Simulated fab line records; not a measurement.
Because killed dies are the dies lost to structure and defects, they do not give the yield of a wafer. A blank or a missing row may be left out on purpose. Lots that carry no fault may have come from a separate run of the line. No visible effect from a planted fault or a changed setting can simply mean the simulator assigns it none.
Struck lot and sound lot, side by side || flow n5 finfet || 40 out of 1938 route steps
Sound: these wafers, L158.4, L158.5, L158.6. Struck: wafers L143.2, L143.5. (L143.4 of the same lot was not struck and is left out.) The cause comes at the end.
For every step that has rows: the tool of each side, followed by ch and its chambers, followed by its first start. Under that, the readings that differ: sound wafers || struck wafers || difference of the means || sigmas: that difference in standard deviations of wafers without a fault.
alike: readings whose means differ by less than 2 such deviations, and words and numbers that are the same on both sides. not compared: withheld readings, readings that some wafer has no value for, bounds like >300 that may hide the same value, and numbers for which the record gives no deviation and whose values overlap.
The two part at a step that has a row with sigmas, a row that says differs or no value, or rows on one side only. Non-overlapping numbers with no deviation appear without sigmas and do not part them. A reading that every wafer of one side lacks parts them only if that side has two wafers or more.

first, 8 steps without rows for these wafers: N5_BEOL_M0_ANNEAL_119 (time 90 s); N5_BEOL_M0_CMP_120 (polishes, stops on SiOC, t overpolish 6.9 s); N5_BEOL_M0_PRE_CLEAN_131 (time 15 s); N5_BEOL_M0_CO_CAP_123 (material Co, precursor CCTBA/H2, target thk 2 nm, time 102.1 s); N5_BEOL_M0_PRE_CLEAN_124 (time 15 s); N5_BEOL_M0_DEP_125 (deposits SiCN from 3MS/NH3, target thk 8 nm, time 14 s); N5_BEOL_M1_ILD_DEP_00 (deposits SiOC from DEMS/O2, target thk 79 nm, time 15.3 s); N5_BEOL_M1_PECVD_72 (deposits SiO2 from TEOS/O2, target thk 16 nm, time 18 s).
N5_BEOL_M1_HM_DEP_02: deposits TiN, target thk 20 nm.
  sound: pvd sputter-02 at day 11 18:34; struck: pvd sputter-02 at day 7 19:29
{"reading": "model.TiN_of_BEOL_M1_HM_DEP_02.thk nm (nm)", "sound": "19.6 19.8 19.6", "struck": "37 37.4", "difference": "+18", "sigmas": ""}
  alike: throttle valve pct
then, 16 steps without rows for these wafers: N5_BEOL_M1_COAT_61 (time 60 s, resist thk 60 nm); N5_BEOL_M1_COAT_62 (time 60 s, resist thk 12 nm); N5_BEOL_M1_COAT_73 (time 60 s, resist thk 5 nm); N5_BEOL_M1_COAT_05 (resist thk 30 nm); N5_BEOL_M1_EBR_07; N5_BEOL_M1_SOFTBAKE_06 (time 60 s); N5_BEOL_M1_EXPOSE_08 (exposes mask M1); N5_BEOL_M1_PEB_09 (peb time 60 s); N5_BEOL_M1_DEVELOP_10 (develop time 30 s); N5_BEOL_M1_DESCUM_16 (chemistry O2, time 7 s); N5_BEOL_M1_ETCH_74 (etches underlayer in N2/H2, target depth 6.5 nm, time 5.2 s); N5_BEOL_M1_ETCH_63 (etches SiARC in CF4, target depth 15.6 nm, time 26 s); N5_BEOL_M1_ETCH_64 (etches SOC in N2/H2, target depth 75 nm, overetch 15 nm, time 112.5 s); N5_BEOL_M1_STRIP_65 (strips in N2/H2); N5_BEOL_M1_STRIP_75 (strips in N2/H2); N5_BEOL_M1_STRIP_66 (strips in CF4).
N5_BEOL_M1_HM_OPEN_17: chemistry Cl2/BCl3, target TiN, target depth 20 nm, overetch 6 nm.
  sound on rie metal-03 ch 0,1, day 11 19:22; struck on rie metal-02 ch 0, day 7 20:15
{"reading": "rf fwd power W (W)", "sound": "992 991 992", "struck": "997 999", "difference": "+6", "sigmas": "+2"}
{"reading": "model.etch.depth nm (nm)", "sound": "19.69 19.81 19.55", "struck": "25.77 25.59", "difference": "+6.00", "sigmas": ""}
  alike: chamber pressure mTorr, drypump motor current A, he backside leak sccm, oes product au, throttle valve pct
  not compared: rf hours counter h
then, 8 steps without rows for these wafers: N5_BEOL_M1_STRIP_19 (strips in O2); N5_BEOL_M1_COAT_67 (time 60 s, resist thk 60 nm); N5_BEOL_M1_COAT_68 (time 60 s, resist thk 12 nm); N5_BEOL_M1_COAT_76 (time 60 s, resist thk 5 nm); N5_BEOL_M1_COAT_22 (resist thk 30 nm); N5_BEOL_M1_EBR_24; N5_BEOL_M1_SOFTBAKE_23 (time 60 s); N5_BEOL_M1_EXPOSE_25 (exposes mask V0, defocus 5 nm, target cd 24 nm).
N5_BEOL_M1_ETCHBACK_99: etches SiO2 in CHF3, target depth 5 nm, time 10.4 s.
  sound on rie diel-06 ch 0,1, day 12 00:18; struck on rie diel-05 ch 2,3, day 8 02:05
{"reading": "oes product au (a.u.)", "sound": "0.71 0.72 0.71", "struck": "0.32 0.35", "difference": -0.38, "sigmas": -5}
  alike: chamber pressure mTorr, drypump motor current A, rf fwd power W, rf vpp V, showerhead plenum p Torr, throttle valve pct
  not compared: rf hours counter h
N5_BEOL_M1_TRENCH_ETCH_37: etches SiOC in C4F6/O2, target depth 55.207 nm, time 29 s.
  sound: rie diel-06 ch 0,1; struck: rie diel-05 ch 2,3
{"reading": "oes product au (a.u.)", "sound": "0.71 0.72 0.71", "struck": "0.88 0.92", "difference": "+0.19", "sigmas": "+2"}
{"reading": "model.TiN_of_BEOL_M1_HM_DEP_02.thk nm (nm)", "sound": "17.4 17.6 17.2", "struck": "34.6 35", "difference": "+17.4", "sigmas": ""}
  alike: chamber pressure mTorr, drypump motor current A, rf fwd power W, rf vpp V, showerhead plenum p Torr, throttle valve pct
  not compared: rf hours counter h
N5_BEOL_M1_OCD_MEAS_38:
  sound: ocd-01 at day 12 00:42; struck: ocd-01 at day 8 02:29
{"reading": "trench depth nm (nm)", "sound": "53.9 54.7 53.1", "struck": "- -", "difference": "no value on the struck wafers", "sigmas": ""}
N5_BEOL_M1_CD_MEAS_35: target cd 18 nm, target cd y 21 nm.
  sound: cd sem-03 at day 12 00:51; struck: cd sem-02 at day 8 02:38
{"reading": "cd nm (nm)", "sound": "18.1 18.6 18.6", "struck": "- -", "difference": "no value on the struck wafers", "sigmas": ""}
N5_BEOL_M4_RC_MEAS_101:
  the record has rows for the sound wafers here (prober-01 ch 0, day 13 12:16) and none for the struck ones
-- the record jumps here: 6 days lie between the struck wafers' starts before and after (it left off in module BEOL_M4 and takes up again in module PASSIVATION, whose first step shown is number 1936 of the route) --
N5_PASSIVATION_PROBE_49:
  sound: prober-02 at day 18 03:44; struck: prober-01 at day 13 23:04
{"reading": "defect limited yield (%)", "sound": "91.6 89.0 89.7", "struck": "0 0", "difference": -90, "sigmas": -64}
{"reading": "killed_at_M0_to_M3", "sound": "18 40 18", "struck": "1102 1113", "difference": "+1082", "sigmas": "+99 or more"}
{"reading": "killed dies", "sound": "99 130 122", "struck": "1180 1180", "difference": "+1063", "sigmas": "+66"}
{"reading": "killed on rim", "sound": "9 19 11", "struck": "152 152", "difference": "+139", "sigmas": "+35"}
{"reading": "sort_bin_5_function (%)", "sound": "4.7 6.1 6.6", "struck": "95.3 97.0", "difference": "+90.4", "sigmas": "+99 or more"}
{"reading": "sort n pass", "sound": "1081 1050 1058", "struck": "0 0", "difference": -1063, "sigmas": -66}
{"reading": "sort yield pct (%)", "sound": "91.6 89.0 89.7", "struck": "0 0", "difference": -90, "sigmas": -64}
  alike: killed_at_M4_up, killed at contacts, killed at front end, killed at other, killed open, killed short, sort_bin_6_memory, sort_bin_8_speed

## WHERE THEY PART
At N5_BEOL_M1_HM_OPEN_17 first; at N5_PASSIVATION_PROBE_49 last (within this record only).

WHY: whatever the simulator had introduced
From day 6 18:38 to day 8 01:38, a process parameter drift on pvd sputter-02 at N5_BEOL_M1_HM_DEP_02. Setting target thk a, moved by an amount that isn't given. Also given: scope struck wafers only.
